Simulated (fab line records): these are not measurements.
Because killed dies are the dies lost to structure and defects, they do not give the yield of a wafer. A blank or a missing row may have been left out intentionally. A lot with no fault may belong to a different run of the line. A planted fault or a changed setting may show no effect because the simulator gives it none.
Commonality check across tools    flow n5 finfet    9 lots and 24 wafers in the sample

== WHY THIS WAS OPENED ==
2 of 9 lots carry a flag on the reading M12_THK at N5_BEOL_M12_THK_MEAS_50. Fault-free wafers read 320 nm, with a standard deviation of 6.
Rule: a lot is flagged when every wafer of it that has a number lies more than 4 standard deviations from that mean, or none has a number. As for the other lots, they are considered sound.

lot   measured      on             M12_THK (nm), wafer by wafer  flag
L342  day 11 15:16  film metro-02  314 312 317                   
L345  day 12 05:57  film metro-02  324 330 323                   
L347  day 12 21:47  film metro-01  320 317 317                   
L346  day 12 22:18  film metro-01  316 318 317                   
L357  day 16 15:17  film metro-01  709 708 725                   FLAGGED
L358  day 16 21:51  film metro-02  720 728 729                   FLAGGED
L359  day 17 00:17  film metro-01  312 309                       
L362  day 18 01:40  film metro-01  325 316                       
L363  day 18 02:17  film metro-01  330 315                       
On average the flagged lots' numbers are 720 nm, which is +400 nm against the usual, or +67 standard deviations.

== WHICH TOOL RAN EACH LOT ==
The record holds 2 process steps before the reading, out of a route of 1938 steps. In each cell: the tool, then ch and the chambers that the sampled wafers went through, then the start.
lot   flag     N5_BEOL_M12_ETCH_38                 N5_BEOL_M12_CMP_49
L342           rie diel-05 ch 0,2, day 11 12:52    cmp-04 ch 0,1, day 11 15:00
L345           rie diel-05 ch 0,1,2, day 12 04:38  cmp-03 ch 0,1, day 12 05:40
L347           rie diel-04 ch 0,1,3, day 12 20:25  cmp-01 ch 0,1,3, day 12 21:31
L346           rie diel-04 ch 0,1, day 12 20:40    cmp-03 ch 2,3, day 12 22:00
L357  FLAGGED  rie diel-06 ch 0,2, day 16 13:46    cmp-03 ch 1,2, day 16 15:02
L358  FLAGGED  rie diel-04 ch 0,3, day 16 20:20    cmp-04 ch 1,2, day 16 21:33
L359           rie diel-06 ch 1,2, day 16 21:41    cmp-01 ch 1,3, day 17 00:04
L362           rie diel-05 ch 1,3, day 17 23:53    cmp-03 ch 1,3, day 18 01:25
L363           rie diel-06 ch 0,1, day 18 00:17    cmp-01 ch 1,3, day 18 02:02
What the steps here do:
- N5_BEOL_M12_ETCH_38: etches SiCN in CF4/N2, target depth 68.7 nm, time 73.4 s.
- N5_BEOL_M12_CMP_49: polishes, stops on SiOC, t overpolish 20.6 s, target thk 320 nm.
- N5_BEOL_M12_THK_MEAS_50: measures by xrf.

== FLAGGED OVER TOTAL, TOOL BY TOOL (the gauges that took the reading come last) ==
step                     tool           lots run  flagged  share of the flagged lots  sound lots run after its first flagged lot
N5_BEOL_M12_ETCH_38      rie diel-04    3         1        some                       0
N5_BEOL_M12_ETCH_38      rie diel-05    3         0        none                       -
N5_BEOL_M12_ETCH_38      rie diel-06    3         1        some                       2 (L359,L363)
N5_BEOL_M12_CMP_49       cmp-01         3         0        none                       -
N5_BEOL_M12_CMP_49       cmp-03         4         1        some                       1 (L362)
N5_BEOL_M12_CMP_49       cmp-04         2         1        some                       0
N5_BEOL_M12_THK_MEAS_50  film metro-01  6         1        some                       3 (L359,L362,L363)
N5_BEOL_M12_THK_MEAS_50  film metro-02  3         1        some                       0

== WHAT THE TABLE PERMITS ==
No row of the table ran every flagged lot.

== WHAT THE SIMULATOR HAD INSERTED ==
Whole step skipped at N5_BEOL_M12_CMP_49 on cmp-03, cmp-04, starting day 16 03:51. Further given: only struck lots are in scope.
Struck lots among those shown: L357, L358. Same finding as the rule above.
